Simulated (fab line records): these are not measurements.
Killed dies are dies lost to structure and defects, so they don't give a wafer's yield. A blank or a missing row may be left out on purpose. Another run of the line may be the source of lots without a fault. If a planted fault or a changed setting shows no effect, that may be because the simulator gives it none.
Matching of chambers -- flow n5_finfet -- N5_PASSIVATION_PASS_ETCH_47 on rie_diel-04: 4 sister chambers
The step etches SiNx in CF4/O2, target depth 770 nm, time 385 s. 8 wafers are shown with their chamber, then 7 later ones without.

## WAFERS PAIRED WITH THEIR CHAMBERS
wafer,chamber,rf_vpp_V (V),showerhead_plenum_p_Torr (Torr)
L080.1,0,231,2.11
L080.3,3,248,2.16
L080.4,1,224,2.23
L079.2,0,232,2.11
L084.2,1,224,2.22
L084.6,2,244,2.14
L093.2,3,247,2.15
L093.3,2,244,2.13

## WAFERS WHOSE CHAMBER IS MISSING
wafer,rf_vpp_V (V),showerhead_plenum_p_Torr (Torr)
L093.4,231,2.10
L092.1,234,2.10
L092.2,224,2.21
L092.4,243,2.13
L094.3,244,2.13
L094.4,244,2.13
L094.6,248,2.15

## CHAMBER TAKEN BY EACH
wafer,from the rows above,in truth
L093.4,0,0
L092.1,0,0
L092.2,1,1
L092.4,2,2
L094.3,2,2
L094.4,2,2
L094.6,3,3
Correctly placed: 7 of 7. Number that these rows cannot place: 0. Placed wrongly: 0.
How it was worked out, from the rows above alone: a wafer's distance from a chamber is the root of the sum, over the readings, of the square of ((its reading less the chamber's mean) divided by the reading's scatter). The wafer belongs to the nearest chamber; if the next one is less than 2 further off, it can't be placed. The mean given for a chamber averages the wafers shown for that chamber. The scatter: the root of (the sum of the squares of (reading less its chamber's mean) over the shown wafers, divided by (wafers less chambers)).
